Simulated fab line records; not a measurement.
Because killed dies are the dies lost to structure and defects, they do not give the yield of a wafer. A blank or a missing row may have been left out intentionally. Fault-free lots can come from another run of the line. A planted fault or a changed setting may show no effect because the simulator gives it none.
fab line records	flow nand-harc
[record] lots = 5	wafers = 15	last-day = 24
route steps=1159 shown A_CONTACT@902 END@1159
lots untouched by any fault: they come from a run of this same line in which no faults occurred
start-h: hours from the record's first day to the start of the lot's first wafer shown	wait-h: hours since the lot's step before	" unchanged from the row above	L1.1+2: one row covering several wafers at once	- no value, or no start was given	* or withheld: withheld	< > ~ a bound
route shown NAME@n: names a module that has steps shown in the file, with the first one's number in the route	usual: mean/standard deviation taken from wafers without a fault	same: alike in all rows	chamber/n: place in a boat	sites: readings site by site	_std_site: how widely they spread, as a standard deviation	_edge_site: the outer-site mean with the inner-site mean subtracted	radius-mm: for every site, how far away it sits from the centre of the wafer	mask NAME#n: copy n	behind: the last tool/chamber to shape the wafer	hold: reason for holding the lot/hours on hold/outcome of the hold	device: which transistor (n, p or np) failed to switch	end of line: tests of these same wafers at the route's end	where a step has no rows: the recipe by itself	killed: count of dies lost to structure and defects at first sort (not the wafer's yield)	map: per-die view of a wafer (x killed, . not killed, _ where there is no die)
set.NAME: the setting that was run; set.NAME@STEP: the one run at that earlier step	model.NAME: the simulator's own value behind a step, which no gauge read
certain route steps with their lots: each step a table, each wafer a row
services: from which hour (start-h, from the record's first day; less than 0 if before it) a tool's chamber was out of use, for how many hours, and why
[[steps]]
[step NHARC_A_CONTACT_ETCH_77]
[recipe] target-depth-a = 726	time-s = 36.3	cf4-flow-sccm = 100	chf3-flow-sccm = 30	ar-flow-sccm = 0	rf-w = 500	bias-w = 200	chemistry = CF4/CHF3
[usual] bias-w = 200.0/0.62	drypump-motor-current-A = 5.8/0.45	oes-product-au = 0.939/0.02	rf-vpp-V = 369.4/2.5	showerhead-plenum-p-Torr = 1.54/0.074	throttle-valve-pct = 16.804/0.01
lot.wafer	tool	chamber	start-h	wait-h	bias-w	drypump-motor-current-A	oes-product-au	rf-hours-counter-h	rf-vpp-V	showerhead-plenum-p-Torr	throttle-valve-pct
L104.4	rie-diel-13	3	-	-	199.4	6.2	0.958	40	373.8	1.67	16.823
L104.1	"	1	"	"	198.1	6.0	0.950	41	368.6	1.53	16.799
L104.2	"	2	"	"	200.8	5.0	0.928	42	368.4	1.54	16.792
L105.4	rie-diel-13	0	-	-	199.6	6.1	0.936	37	368.0	1.49	16.797
L105.3	"	1	"	"	199.8	6.0	0.913	45	367.9	1.53	16.803
L105.6	"	0	"	"	200.4	6.2	0.935	-	367.0	1.49	16.797
L108.2	rie-diel-08	2	-	-	200.0	5.0	0.916	44	367.1	1.49	16.830
L108.1	"	3	"	"	199.8	5.3	0.948	43	366.8	1.46	16.795
L108.6	"	1	"	"	200.2	6.0	0.945	-	367.1	1.47	16.799
L117.4	rie-diel-13	1	-	-	200.7	6.0	0.978	7	367.7	1.52	16.774
L117.1	"	3	"	"	200.2	6.1	0.918	8	372.6	1.67	16.800
L117.6	"	1	"	"	199.8	6.0	0.958	-	368.1	1.52	16.791
L119.3	rie-diel-13	1	-	-	200.5	6.0	0.932	14	369.5	1.52	16.807
L119.1	"	2	"	"	200.8	5.0	0.928	14	368.3	1.53	16.820
L119.6	"	1	"	"	200.1	6.0	0.924	-	368.7	1.52	16.809
[step NHARC_A_CONTACT_ETCH_78]
[recipe] target-depth-a = 28000	over-etch-frac = 0.3	time-s = 728	ion-energy-ev = 150	o2-flow-sccm = 400	cos-flow-sccm = 20	ar-flow-sccm = 0	rf-w = 500	bias-w = 300	chemistry = O2/COS
[step NHARC_A_CONTACT_ETCH_124]
[recipe] source-w = withheld	pressure-mtorr = 20	bias-v = withheld	time-s = 140	target-depth-a = 7000	ar-flow-sccm = withheld	c4f8-flow-sccm = withheld	o2-flow-sccm = withheld	chemistry = C4F8/O2/Ar
[step NHARC_A_CONTACT_ETCH_125]
[recipe] source-w = withheld	pressure-mtorr = 20	bias-v = 1200	time-s = 155	target-depth-a = 9560	ar-flow-sccm = withheld	c4f8-flow-sccm = withheld	o2-flow-sccm = withheld	chemistry = C4F8/O2/Ar
[step NHARC_A_CONTACT_ETCH_126]
[recipe] source-w = withheld	pressure-mtorr = 20	bias-v = 1200	time-s = 155	target-depth-a = 9560	ar-flow-sccm = withheld	c4f8-flow-sccm = withheld	o2-flow-sccm = withheld	chemistry = C4F8/O2/Ar
[step NHARC_A_CONTACT_ETCH_127]
[recipe] source-w = withheld	pressure-mtorr = 20	bias-v = 1200	time-s = 155	target-depth-a = 9560	ar-flow-sccm = withheld	c4f8-flow-sccm = withheld	o2-flow-sccm = withheld	chemistry = C4F8/O2/Ar
[step NHARC_A_CONTACT_ETCH_128]
[recipe] source-w = withheld	pressure-mtorr = 20	bias-v = 1200	time-s = 155	target-depth-a = 9560	ar-flow-sccm = withheld	c4f8-flow-sccm = withheld	o2-flow-sccm = withheld	chemistry = C4F8/O2/Ar
[step NHARC_A_CONTACT_ETCH_129]
[recipe] source-w = withheld	pressure-mtorr = 20	bias-v = 1200	time-s = 155	target-depth-a = 9560	ar-flow-sccm = withheld	c4f8-flow-sccm = withheld	o2-flow-sccm = withheld	chemistry = C4F8/O2/Ar
lot.wafer	tool	chamber	start-h	wait-h	rf-hours-counter-h
L104.2	har-cap-etch-03	0	385.93	0.2	86
L104.1	"	1	"	"	86
L104.4	"	1	"	"	-
L105.4	har-cap-etch-03	0	398.61	0.2	-
L105.3	"	1	"	"	-
L105.6	"	1	"	"	-
L108.1	har-cap-etch-03	1	428.18	0.1	92
L108.2	"	0	"	"	92
L108.6	"	1	"	"	-
L117.1	har-cap-etch-03	1	481.76	0.1	104
L117.4	"	0	"	"	-
L117.6	"	1	"	"	-
L119.1	har-cap-etch-03	1	502.13	0.1	106
L119.3	"	0	"	"	-
L119.6	"	0	"	"	-
[step NHARC_A_CONTACT_ETCH_130]
[recipe] source-w = withheld	pressure-mtorr = 20	bias-v = 1200	time-s = 155	target-depth-a = 9560	ar-flow-sccm = withheld	c4f8-flow-sccm = withheld	o2-flow-sccm = withheld	chemistry = C4F8/O2/Ar
lot.wafer	tool	chamber	start-h	wait-h	rf-hours-counter-h
L104.2	har-cap-etch-03	0	386.12	0.2	86
L104.1	"	1	"	"	86
L104.4	"	1	"	"	-
L105.4	har-cap-etch-03	0	398.80	0.2	-
L105.3	"	1	"	"	-
L105.6	"	1	"	"	-
L108.1	har-cap-etch-03	1	428.32	0.1	92
L108.2	"	0	"	"	92
L108.6	"	1	"	"	-
L117.1	har-cap-etch-03	1	481.90	0.1	104
L117.4	"	0	"	"	-
L117.6	"	1	"	"	-
L119.1	har-cap-etch-03	1	502.27	0.1	106
L119.3	"	0	"	"	-
L119.6	"	0	"	"	-
[step NHARC_A_CONTACT_ETCH_131]
[recipe] source-w = withheld	pressure-mtorr = 20	bias-v = 1200	time-s = 155	target-depth-a = 9560	ar-flow-sccm = withheld	c4f8-flow-sccm = withheld	o2-flow-sccm = withheld	chemistry = C4F8/O2/Ar
[step NHARC_A_CONTACT_ETCH_132]
[recipe] source-w = withheld	pressure-mtorr = 20	bias-v = 1200	time-s = 156	target-depth-a = 9580	ar-flow-sccm = withheld	c4f8-flow-sccm = withheld	o2-flow-sccm = withheld	chemistry = C4F8/O2/Ar
[step NHARC_A_CONTACT_ETCH_133]
[recipe] source-w = withheld	pressure-mtorr = 20	bias-v = 400	time-s = 195	target-depth-a = 8400	ar-flow-sccm = withheld	c4f8-flow-sccm = 11.5	o2-flow-sccm = 7.2	chemistry = C4F8/O2/Ar
[step NHARC_A_CONTACT_ETCH_91]
[recipe] target-depth-a = 400	over-etch-frac = 0.5	time-s = 85.7	ion-energy-ev = 120	ch3f-flow-sccm = 50	o2-flow-sccm = 30	ar-flow-sccm = 200	rf-w = 500	bias-w = 100	chemistry = CH3F/O2
[usual] bias-w = 100.0/0.31	drypump-motor-current-A = 5.8/0.45	oes-product-au = 0.930/0.025	rf-vpp-V = 243.9/1.8	showerhead-plenum-p-Torr = 2.42/0.12	throttle-valve-pct = 20.662/0.009
lot.wafer	tool	chamber	start-h	wait-h	bias-w	drypump-motor-current-A	oes-product-au	rf-hours-counter-h	rf-vpp-V	showerhead-plenum-p-Torr	throttle-valve-pct
L104.4	rie-diel-03	3	387.35	0.4	100.3	6.5	0.929	29	242.8	2.34	20.655
L104.1	"	1	"	"	100.9	5.4	0.930	29	246.1	2.62	20.671
L104.2	"	2	"	"	99.6	5.8	0.925	30	243.7	2.47	20.657
L105.4	rie-diel-13	2	399.98	0.5	100.0	5.0	0.901	48	244.4	2.40	20.665
L105.3	"	3	"	"	100.4	6.1	0.929	45	245.8	2.62	20.669
L105.6	"	1	"	"	100.5	6.0	0.910	-	244.2	2.38	20.669
L108.2	rie-diel-03	3	429.31	0.5	100.2	6.5	0.932	4	242.0	2.34	20.659
L108.1	"	1	"	"	99.9	5.4	0.929	3	247.5	2.62	20.657
L108.6	"	0	"	"	99.8	5.9	0.926	-	244.0	2.39	20.647
L117.4	rie-diel-03	2	482.87	0.4	100.5	5.8	0.916	16	244.0	2.46	20.667
L117.1	"	0	"	"	99.9	5.8	0.926	11	244.6	2.38	20.647
L117.6	"	3	"	"	99.6	6.5	0.927	-	243.2	2.33	20.663
L119.3	rie-diel-08	0	503.27	0.4	100.5	5.4	1.000	7	243.9	2.32	20.664
L119.1	"	3	"	"	100.3	5.4	1.001	7	246.8	2.66	20.664
L119.6	"	0	"	"	100.3	5.4	0.992	-	242.3	2.32	20.681
[step NHARC_A_CONTACT_ETCH_97]
[recipe] target-depth-a = 200	over-etch-frac = 0.5	time-s = 10	ion-energy-ev = 250	c4f6-flow-sccm = 25	o2-flow-sccm = 20	ar-flow-sccm = 500	rf-w = 600	bias-w = 500	chemistry = C4F6/O2
[usual] bias-w = 500.0/1.5	drypump-motor-current-A = 5.8/0.45	oes-product-au = 0.959/0.022	rf-vpp-V = 546/3.8	showerhead-plenum-p-Torr = 3.87/0.18	throttle-valve-pct = 26.903/0.009
lot.wafer	tool	chamber	start-h	wait-h	bias-w	drypump-motor-current-A	oes-product-au	rf-hours-counter-h	rf-vpp-V	showerhead-plenum-p-Torr	throttle-valve-pct
L104.4	rie-diel-03	3	-	-	499.9	6.5	0.958	29	543	3.75	26.911
L104.2	"	0	"	"	499.5	5.9	0.950	30	544	3.82	26.907
L104.1	"	1	"	"	498.8	5.4	0.940	29	551	4.17	26.895
L105.3	rie-diel-13	2	-	-	499.1	5.0	0.926	48	545	3.83	26.912
L105.4	"	3	"	"	501.6	6.2	0.935	46	553	4.16	26.910
L105.6	"	2	"	"	501.7	5.0	0.924	-	544	3.83	26.903
L108.1	rie-diel-03	1	-	-	503.6	5.4	0.968	3	551	4.16	26.905
L108.2	"	3	"	"	502.5	6.5	0.965	4	543	3.74	26.892
L108.6	"	1	"	"	502.8	5.4	0.962	-	552	4.16	26.905
L117.4	rie-diel-03	1	-	-	498.8	5.4	0.951	16	551	4.15	26.918
L117.1	"	3	"	"	499.6	6.5	0.957	16	542	3.74	26.895
L117.6	"	0	"	"	501.8	5.9	0.936	-	544	3.81	26.907
L119.1	rie-diel-08	0	-	-	498.9	5.4	0.989	7	542	3.72	26.904
L119.3	"	3	"	"	499.5	5.3	0.996	7	553	4.22	26.903
L119.6	"	0	"	"	500.1	5.4	0.987	-	543	3.72	26.910
[step NHARC_A_CONTACT_CD_MEAS_80]
[usual] cd-nm = 189.5/0.72
lot.wafer	tool	chamber	start-h	wait-h	cd-nm
L104.1	cd-sem-01	-	387.57	-	190.7
L104.2	"	-	"	"	191.1
L104.4	"	-	"	"	190.8
L105.3	cd-sem-03	-	400.19	-	190.0
L105.4	"	-	"	"	189.2
L105.6	"	-	"	"	190.4
L108.1	cd-sem-02	-	429.57	-	189.1
L108.2	"	-	"	"	189.0
L108.6	"	-	"	"	188.4
L117.1	cd-sem-03	-	483.08	-	188.8
L117.4	"	-	"	"	188.6
L117.6	"	-	"	"	189.0
L119.1	cd-sem-02	-	503.48	-	189.8
L119.3	"	-	"	"	189.9
L119.6	"	-	"	"	189.3
[step NHARC_A_CONTACT_STRIP_103]
[recipe] n2-flow-sccm = 150	h2-flow-sccm = 150	ar-flow-sccm = 0	bias-w = 0	chemistry = N2/H2
[step NHARC_A_CONTACT_STRIP_104]
[recipe] cf4-flow-sccm = 100	chf3-flow-sccm = 30	ar-flow-sccm = 0	bias-w = 0	chemistry = CF4/CHF3
[step NHARC_A_CONTACT_STRIP_105]
[recipe] o2-flow-sccm = 400	cos-flow-sccm = 20	ar-flow-sccm = 0	bias-w = 0	chemistry = O2/COS
[step NHARC_A_CONTACT_ETCH_106]
[recipe] target-depth-a = 600	overetch-a = 60	time-s = 33	ion-energy-ev = 100	cf4-flow-sccm = 80	o2-flow-sccm = 20	ar-flow-sccm = 0	rf-w = 300	bias-w = 100	chemistry = CF4/O2
[step NHARC_A_CONTACT_STRIP_82]
[recipe] o2-flow-sccm = 500	ar-flow-sccm = 0	bias-w = 0	chemistry = O2
[step NHARC_A_CONTACT_STRIP_83]
[recipe] time-s = 600	temp-c = 30	chemistry = post-etch-residue-remover
[step NHARC_A_CONTACT_DEP_84]
[recipe] target-thk-a = 20000	temp-c = 400	material = aC
[step NHARC_A_CONTACT_DEP_85]
[recipe] target-thk-a = 500	target-thk-nm = 50	temp-c = 400	pressure-torr = 3.5	flow-sccm = 200	rf-w = 350	material = SiON
[step NHARC_A_CONTACT_DEHYDRATE_00]
[recipe] temp-c = 150	time-s = 120
[step NHARC_A_CONTACT_HMDS_01]
[recipe] time-s = 30
[step NHARC_A_CONTACT_COAT_86]
[recipe] temp-c = 260	time-s = 75
[step NHARC_A_CONTACT_COAT_87]
[recipe] temp-c = 225	time-s = 65
[step NHARC_A_CONTACT_COAT_02]
[recipe] spin-rpm = 1500	resist-thk-nm = 90
[step NHARC_A_CONTACT_SOFTBAKE_03]
[recipe] temp-c = 105	time-s = 55
[step NHARC_A_CONTACT_EBR_04]
[step NHARC_A_CONTACT_EXPOSE_05]
[recipe] na = 1.35	sigma-outer = 0.8	dose-mj = 84.24	mask-id = A_CC
[step NHARC_A_CONTACT_PEB_06]
[recipe] peb-temp-c = 100	peb-time-s = 65
[step NHARC_A_CONTACT_DEVELOP_07]
[recipe] develop-time-s = 35	dev-temp-c = 23
[step NHARC_A_CONTACT_CD_MEAS_08]
[recipe] target-cd-nm = 100	landing-energy-ev = 500
[usual] cd-nm = 99.6/0.75
lot.wafer	tool	chamber	start-h	wait-h	cd-nm
L104.1	cd-sem-03	0	392.81	-	100.1
L104.2	"	0	"	"	100.8
L104.4	"	0	"	"	100.4
L105.3	cd-sem-03	0	403.58	-	99.0
L105.4	"	0	"	"	99.8
L105.6	"	0	"	"	99.8
L108.1	cd-sem-01	0	434.54	-	98.8
L108.2	"	0	"	"	99.1
L108.6	"	0	"	"	99.6
L117.1	cd-sem-01	0	489.67	-	99.1
L117.4	"	0	"	"	99.7
L117.6	"	0	"	"	99.4
L119.1	cd-sem-01	0	506.28	-	99.2
L119.3	"	0	"	"	100.3
L119.6	"	0	"	"	100.1
[step NHARC_A_CONTACT_OVL_MEAS_09]
[usual] overlay-x-nm = 0.0/0.9	overlay-y-nm = -0.2/0.8
lot.wafer	tool	chamber	start-h	wait-h	overlay-x-nm	overlay-y-nm
L104.1	overlay-01	-	392.90	-	0.3	-1.1
L104.2	"	-	"	"	-0.2	-0.6
L104.4	"	-	"	"	-0.3	-0.1
L105.3	overlay-02	-	403.66	-	0.8	-0.3
L105.4	"	-	"	"	0.9	-0.3
L105.6	"	-	"	"	1.4	-0.4
L108.1	overlay-01	-	434.62	-	-0.9	0.5
L108.2	"	-	"	"	-0.9	0.6
L108.6	"	-	"	"	-0.3	0.6
L117.1	overlay-01	-	489.76	-	1.1	0.2
L117.4	"	-	"	"	0.7	-0.9
L117.6	"	-	"	"	0.7	-0.4
L119.1	overlay-01	-	506.37	-	0.5	1.3
L119.3	"	-	"	"	0.4	1.3
L119.6	"	-	"	"	0.8	1.3
[step NHARC_A_CONTACT_DESCUM_13]
[recipe] time-s = 3	o2-flow-sccm = 200	ar-flow-sccm = 0	bias-power-w = 0	chemistry = O2
[step NHARC_A_CONTACT_ETCH_88]
[recipe] target-depth-a = 390	over-etch-frac = 0.3	time-s = 65	ion-energy-ev = 80	cf4-flow-sccm = 150	ar-flow-sccm = 0	rf-w = 300	bias-w = 100	chemistry = CF4
[step NHARC_A_CONTACT_ETCH_89]
[recipe] target-depth-a = 2600	over-etch-frac = 0.3	time-s = 475.3	ion-energy-ev = 200	n2-flow-sccm = 150	h2-flow-sccm = 150	ar-flow-sccm = 0	rf-w = 400	bias-w = 150	chemistry = N2/H2
[usual] bias-w = 150.0/0.45	drypump-motor-current-A = 5.8/0.47	oes-product-au = 0.998/0.013	rf-vpp-V = 429.4/2.9	showerhead-plenum-p-Torr = 2.00/0.1	throttle-valve-pct = 14.171/0.008
lot.wafer	tool	chamber	start-h	wait-h	bias-w	drypump-motor-current-A	oes-product-au	rf-hours-counter-h	rf-vpp-V	showerhead-plenum-p-Torr	throttle-valve-pct
L104.4	rie-diel-13	3	-	-	150.4	6.1	1.001	43	434.6	2.18	14.169
L104.2	"	0	"	"	150.4	6.1	1.008	35	428.6	1.92	14.172
L104.1	"	1	"	"	150.3	6.0	0.987	44	430.2	1.97	14.179
L105.3	rie-diel-13	3	-	-	150.2	6.1	1.002	46	435.1	2.18	14.162
L105.4	"	0	"	"	149.7	6.2	1.010	39	426.9	1.92	14.180
L105.6	"	1	"	"	150.2	6.0	0.970	-	429.3	1.97	14.168
L108.2	rie-diel-13	2	-	-	150.5	5.0	0.963	61	428.7	1.98	14.171
L108.1	"	1	"	"	149.6	6.0	0.995	60	428.3	1.97	14.173
L108.6	"	2	"	"	150.0	5.0	0.984	-	429.8	1.98	14.182
L117.1	rie-diel-03	1	-	-	149.9	5.4	1.012	18	433.4	2.18	14.163
L117.4	"	2	"	"	149.6	5.8	1.003	18	430.8	2.04	14.159
L117.6	"	1	"	"	149.8	5.4	1.004	-	434.0	2.17	14.180
L119.1	rie-diel-03	3	-	-	149.5	6.5	0.982	19	427.9	1.93	14.173
L119.3	"	0	"	"	149.5	5.8	0.994	14	427.7	1.97	14.162
L119.6	"	1	"	"	149.5	5.4	1.008	-	434.6	2.17	14.160
[step NHARC_A_CONTACT_ETCH_30]
[recipe] target-depth-a = 605	time-s = 30.2	cf4-flow-sccm = 100	chf3-flow-sccm = 30	ar-flow-sccm = 0	rf-w = 500	bias-w = 200	chemistry = CF4/CHF3
[step NHARC_A_CONTACT_ETCH_31]
[recipe] target-depth-a = 20000	over-etch-frac = 0.3	time-s = 520	ion-energy-ev = 150	o2-flow-sccm = 400	cos-flow-sccm = 20	ar-flow-sccm = 0	rf-w = 500	bias-w = 300	chemistry = O2/COS
[step NHARC_A_CONTACT_ETCH_134]
[recipe] source-w = withheld	pressure-mtorr = 20	bias-v = withheld	time-s = 140	target-depth-a = 7000	ar-flow-sccm = withheld	c4f8-flow-sccm = withheld	o2-flow-sccm = withheld	chemistry = C4F8/O2/Ar
[step NHARC_END_SORT_01]
[recipe] temp-c = 25
[usual] killed-at-array = 27/11	killed-at-other = 0.7/1.1	killed-at-periphery = 3.6/2.4	killed-dies = 32/11	killed-open = 3.3/1.8	killed-short = 2.1/1.5
[same] gross-dies = 677
lot.wafer	tool	chamber	start-h	wait-h	killed-at-array	killed-at-other	killed-at-periphery	killed-dies	killed-open	killed-short
L108.2	prober-01	0	495.25	2.8	27	1	1	29	2	0
L117.6	prober-01	0	556.17	4.0	97	1	2	100	4	2
// killed by level:class
L108.2 A_SLIT:chamber-film-flake=10 A_STAIRCASE:chamber-film-flake=8 A_CHANNEL_HOLE_D1:chamber-film-flake=4 A_CONTACT:chamber-film-flake=3 A_CONTACT:geometric-particle:open=1 P_CONTACT:chamber-film-flake=1 STARTING-WAFER:geometric-particle:open=1 A_CHANNEL_FILL_D1:chamber-film-flake=1
L117.6 A_CONTACT:unspecified=81 A_CONTACT:chamber-film-flake=5 A_CHANNEL_HOLE_D1:chamber-film-flake=4 A_CONTACT:geometric-particle:open=3 A_ZERO_WELL:chamber-film-flake=3 P_M1:geometric-particle:open=1 A_WL_FILL:geometric-particle:short=1 STARTING-WAFER:geometric-particle:short=1
// map L117.6 (x killed, . not)
____________.____________
_________......._________
_______..........._______
______.............______
_____..x............_____
____.........x.......____
____.....x.......x...____
___.........xxxxx.....___
___.........xxxxx.x...___
__...........xxxxxx....__
__.x........xxxxxxxx...__
_..........xxxxxxxxx...._
_..x.......xxxxxxxx.x.xx_
_...x.......xxxxxxx....._
_..........x.xxxxxxx...._
_....x..x...xxxxxxxx...._
............xxxxxx..x....
......x......xxxx.x......
x......x.......xx..x.....
...............x.x.......
...................x.....
_......................._
_..................x...._
_......................._
_......................._
_......................._
__.....................__
__..........x..........__
___...................___
___...................___
____.................____
____.................____
_____..............._____
______.............______
_______..........._______
_________......._________
____________.____________
// map L104.1 (x killed, . not)
____________.____________
_________......._________
_______.x......x.._______
______..x..x.......______
_____.........x....._____
____..x.........x....____
____.................____
___...................___
___...............x...___
__.....................__
__...................x.__
_.....................x._
_..................x...._
_......................._
_.....x....x.........x.._
_......x......x........._
.........................
x........................
.................x.......
......................x..
.................x.......
_......................._
_................x......_
_......................._
_...................x..._
_......................._
__.....................__
__.....................__
___...................___
___..............x....___
____.................____
____....x............____
_____..........x...._____
______.............______
_______..........._______
_________......._________
____________.____________
[[services]]
tool	chamber	start-h	hours	kind
har-cap-etch-03	-	365.51	0.3	repair
rie-diel-13	0	383.17	-	clean
rie-diel-13	1	383.17	-	clean
rie-diel-13	2	383.17	-	clean
rie-diel-13	3	383.17	-	clean
rie-diel-03	-	392.31	9.0	pm
rie-diel-13	0	407.67	-	clean
rie-diel-13	1	407.67	-	clean
rie-diel-13	2	407.67	-	clean
rie-diel-13	3	407.67	-	clean
rie-diel-13	0	432.18	-	clean
rie-diel-13	1	432.18	-	clean
rie-diel-13	2	432.18	-	clean
rie-diel-13	3	432.18	-	clean
rie-diel-03	0	443.50	13.9	repair
rie-diel-13	-	453.05	9.0	pm
rie-diel-13	0	453.05	9.0	vent-cycle
rie-diel-13	1	453.05	9.0	vent-cycle
rie-diel-13	2	453.05	9.0	vent-cycle
rie-diel-13	3	453.05	9.0	vent-cycle
rie-diel-03	3	454.87	3.4	repair
rie-diel-13	0	462.05	-	clean
rie-diel-08	-	478.98	9.0	pm
rie-diel-13	3	489.67	2.4	repair
[[key]]
[first-sign] step = NHARC_END_SORT_01	reading = killed-at-array	direction = up	sigmas = 6.4	usual = 27	struck = 97
[effect] step = NHARC_END_SORT_01	reading = killed-dies	direction = up	sigmas = 6.2	usual = 32	struck = 100
[more-kills-born-at] NHARC_A_CONTACT_ETCH_91@rie-diel-03 = 81
met-at NHARC_A_CONTACT_ETCH_91
struck-wafers L117.6
tester-left-out L117
onset-between 429.31 482.87
[fault] kind = chamber-particle-source	tool = rie-diel-03	chamber = 3	onset-h = 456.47	steps = NHARC_A_CONTACT_ETCH_91	rate-per-visit-cm2 = 0.52669	end-h = 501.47
// tester-left-out: of these lots the tester's yield and bins aren't shown, on N5 and GAA mostly nor the transistor test; their killed dies are dies lost to structure and defects alone, not to doping, threshold or leakage, so they don't give the yield
